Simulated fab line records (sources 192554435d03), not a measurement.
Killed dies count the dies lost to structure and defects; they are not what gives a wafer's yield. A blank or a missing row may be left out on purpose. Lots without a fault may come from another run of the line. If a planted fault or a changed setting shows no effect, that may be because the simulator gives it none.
The tool behind it: which one? ; flow n5Finfet ; 24 lots with 72 wafers sampled at 4 steps, on a route of 1938 steps

WHAT THE GAUGES READ, wafer by wafer
N5_ZERO_LAYER_CD_MEAS_11: target cd 2000 nm. Usual: cdNm reads 1999.7 nm (standard deviation 1.9).
lot;measured;on;cdNm (nm);flag
L074;day 1 12:40;cdSem-01;1999.7 1996.5 1999.6;
L075;day 1 18:39;cdSem-02;2002.0 1999.6 1998.1;
L076;day 2 00:48;cdSem-02;1999.3 1999.3 1997.2;
L077;day 2 06:38;cdSem-01;1998.4 1999.0 1995.7;
L078;day 2 12:38;cdSem-01;1997.7 1998.0 1999.8;
L079;day 2 18:40;cdSem-01;1997.3 1998.9 1999.1;
L080;day 3 00:41;cdSem-03;1999.9 2000.0 2001.5;
L081;day 3 06:50;cdSem-03;2001.2 2001.7 1999.1;
L082;day 3 12:50;cdSem-01;2002.4 2001.0 2001.6;
L083;day 3 18:38;cdSem-01;1996.3 1999.7 2001.7;
L084;day 4 00:46;cdSem-03;2002.2 1997.4 2000.9;
L085;day 4 06:46;cdSem-03;1997.9 1996.7 1997.6;
L086;day 4 12:38;cdSem-03;1999.5 1998.2 1998.4;
L087;day 4 18:47;cdSem-02;1998.8 1999.1 2002.2;
L088;day 5 00:47;cdSem-02;2001.1 2002.2 2000.4;
L089;day 5 06:46;cdSem-03;2001.0 2001.9 2001.3;
L090;day 5 12:41;cdSem-01;1996.8 2000.8 2000.9;
L091;day 5 18:46;cdSem-02;1997.8 1998.7 1997.7;
L092;day 6 00:46;cdSem-03;1999.7 2002.3 2000.6;
L093;day 6 06:46;cdSem-01;2000.2 1997.0 1998.3;
L094;day 6 12:58;cdSem-03;1999.6 1997.8 1999.5;
L095;day 6 18:46;cdSem-02;2001.1 2001.7 2003.2;
L096;day 7 00:47;cdSem-01;1997.5 1998.9 2001.6;
L097;day 7 06:39;cdSem-02;2000.0 2001.7 2002.3;

N5_FIN_SAQP_INSPECT_18: inspects for defects (brightfield). Usual: rawDefectCount reads 403 (standard deviation 120).
lot;measured;on;rawDefectCount;flag
L074;day 1 21:35;defectInspect-02;366 525 725;
L075;day 2 04:27;defectInspect-02;331 418 521;
L076;day 2 10:53;defectInspect-01;371 331 491;
L077;day 2 16:40;defectInspect-02;314 332 242;
L078;day 2 22:23;defectInspect-01;336 289 321;
L079;day 3 04:28;defectInspect-02;316 395 355;
L080;day 3 10:25;defectInspect-02;332 268 379;
L081;day 3 16:35;defectInspect-02;336 388 404;
L082;day 3 23:11;defectInspect-02;343 353 317;
L083;day 4 06:36;defectInspect-01;395 371 283;
L084;day 4 11:01;defectInspect-02;252 230 355;
L085;day 4 17:19;defectInspect-01;506 408 327;
L086;day 4 22:21;defectInspect-01;591 449 636;
L087;day 5 06:18;defectInspect-01;488 502 546;
L088;day 5 10:52;defectInspect-01;500 517 350;
L089;day 5 15:47;defectInspect-02;370 287 237;
L090;day 5 22:16;defectInspect-02;421 535 289;
L091;day 6 04:03;defectInspect-02;466 572 370;
L092;day 6 10:56;defectInspect-01;524 684 449;
L093;day 6 15:39;defectInspect-01;565 490 479;
L094;day 6 22:07;defectInspect-01;369 340 440;
L095;day 7 03:55;defectInspect-02;332 257 390;
L096;day 7 09:26;defectInspect-02;265 322 376;
L097;day 7 15:44;defectInspect-02;307 267 246;

TOOL THAT RAN EACH LOT (tool first, then ch and the chambers of the sampled wafers, then the start)
lot;N5_ZERO_LAYER_PECVD_02;N5_PMOS_HMC_CHANNEL_EPI_CMP_21
L074;pecvd-02 ch 0,2, day 1 12:17;cmp-04 ch 1,2,3, day 1 19:20
L075;pecvd-02 ch 0,1,2, day 1 18:17;cmp-03 ch 0,2,3, day 2 02:12
L076;pecvd-03 ch 0,1, day 2 00:19;cmp-03 ch 0,3, day 2 08:43
L077;pecvd-02 ch 0,2, day 2 06:17;cmp-03 ch 1,3, day 2 14:11
L078;pecvd-03 ch 0,2, day 2 12:17;cmp-01 ch 0,2,3, day 2 20:10
L079;pecvd-02 ch 0,1,2, day 2 18:17;cmp-04 ch 1,3, day 3 02:12
L080;pecvd-03 ch 0,1,2, day 3 00:19;cmp-04 ch 1,2,3, day 3 08:13
L081;pecvd-02 ch 0,1,2, day 3 06:28;cmp-01 ch 1,2, day 3 14:13
L082;pecvd-04 ch 0,1, day 3 12:28;cmp-04 ch 1,3, day 3 20:59
L083;pecvd-02 ch 1,2, day 3 18:17;cmp-01 ch 0,1, day 4 03:10
L084;pecvd-03 ch 0,1, day 4 00:17;cmp-04 ch 0,3, day 4 08:50
L085;pecvd-03 ch 0,2, day 4 06:17;cmp-04 ch 0,2,3, day 4 13:52
L086;pecvd-03 ch 0,2, day 4 12:17;cmp-03 ch 0,1,3, day 4 19:11
L087;pecvd-02 ch 0,1, day 4 18:17;cmp-01 ch 0,3, day 5 01:55
L088;pecvd-03 ch 1,2, day 5 00:17;cmp-03 ch 2,3, day 5 07:58
L089;pecvd-03 ch 0,2, day 5 06:17;cmp-01 ch 0,2,3, day 5 13:37
L090;pecvd-04 ch 0,1, day 5 12:19;cmp-04 ch 0,1,3, day 5 20:07
L091;pecvd-04 ch 0,2, day 5 18:17;cmp-03 ch 0,2,3, day 6 01:42
L092;pecvd-04 ch 0,2, day 6 00:17;cmp-01 ch 0,2,3, day 6 08:40
L093;pecvd-04 ch 0,1,2, day 6 06:17;cmp-01 ch 0,1,2, day 6 13:29
L094;pecvd-02 ch 0,1,2, day 6 12:29;cmp-04 ch 0,2,3, day 6 20:01
L095;pecvd-04 ch 0,1,2, day 6 18:17;cmp-03 ch 0,1,2, day 7 01:47
L096;pecvd-04 ch 0,1,2, day 7 00:18;cmp-01 ch 0,1,3, day 7 07:05
L097;pecvd-03 ch 0,1,2, day 7 06:19;cmp-03 ch 0,1,3, day 7 13:20
- N5_ZERO_LAYER_PECVD_02: deposits SiO2 from SiH4/N2O, target thk 10 nm, time 6 s.
- N5_PMOS_HMC_CHANNEL_EPI_CMP_21: polishes SiGe30, target thk 54 nm.

AS READ BY THE TOOLS THEMSELVES (means over the sampled wafers that have a number; for cases with no such wafer, the mark the record gives instead)
N5_ZERO_LAYER_PECVD_02. Usual: heaterPowerW 737 W, standard deviation 97; showerheadPlenumPTorr 8.20 Torr, standard deviation 0.16.
lot;tool;heaterPowerW (W);showerheadPlenumPTorr (Torr);flag
L074;pecvd-02;856;8.15;
L075;pecvd-02;825;8.19;
L076;pecvd-03;684;8.11;
L077;pecvd-02;923;8.12;
L078;pecvd-03;674;8.23;
L079;pecvd-02;827;8.20;
L080;pecvd-03;675;8.16;
L081;pecvd-02;810;8.20;
L082;pecvd-04;709;8.40;
L083;pecvd-02;831;8.18;
L084;pecvd-03;721;8.22;
L085;pecvd-03;651;8.21;
L086;pecvd-03;747;8.29;
L087;pecvd-02;830;8.22;
L088;pecvd-03;664;8.05;
L089;pecvd-03;745;8.29;
L090;pecvd-04;773;8.25;
L091;pecvd-04;683;8.13;
L092;pecvd-04;665;8.13;
L093;pecvd-04;700;8.27;
L094;pecvd-02;828;8.20;
L095;pecvd-04;702;8.26;
L096;pecvd-04;643;8.27;
L097;pecvd-03;704;8.17;

N5_PMOS_HMC_CHANNEL_EPI_CMP_21. Usual: motorCurrentA reads 12.0 A (standard deviation 1.5).
lot;tool;motorCurrentA (A);flag
L074;cmp-04;11.4;
L075;cmp-03;13.4;
L076;cmp-03;12.0;
L077;cmp-03;13.3;
L078;cmp-01;11.4;
L079;cmp-04;11.7;
L080;cmp-04;11.4;
L081;cmp-01;11.4;
L082;cmp-04;11.5;
L083;cmp-01;10.8;
L084;cmp-04;10.8;
L085;cmp-04;10.9;
L086;cmp-03;13.1;
L087;cmp-01;10.9;
L088;cmp-03;14.4;
L089;cmp-01;12.0;
L090;cmp-04;11.7;
L091;cmp-03;12.9;
L092;cmp-01;11.7;
L093;cmp-01;11.1;
L094;cmp-04;10.9;
L095;cmp-03;13.2;
L096;cmp-01;11.6;
L097;cmp-03;12.8;

THE ANSWER, worked out from the rows above alone
Rule: lot off if the mean of its wafers having a number is beyond 3 standard deviations from the usual mean. A lot without any number at a reading at which 4 lots or more have one is off too. All remaining lots with rows at the step are treated as sound. First the gauges in route order, then the tools' own readings, where a lot's mean is used as printed above. At the first step where some lot is off, the reading lying furthest off is the one used; lots without a number count as furthest.
No lot is off on any of the readings shown, so nothing can be concluded from this.

WHAT THE SIMULATOR HAD PUT IN
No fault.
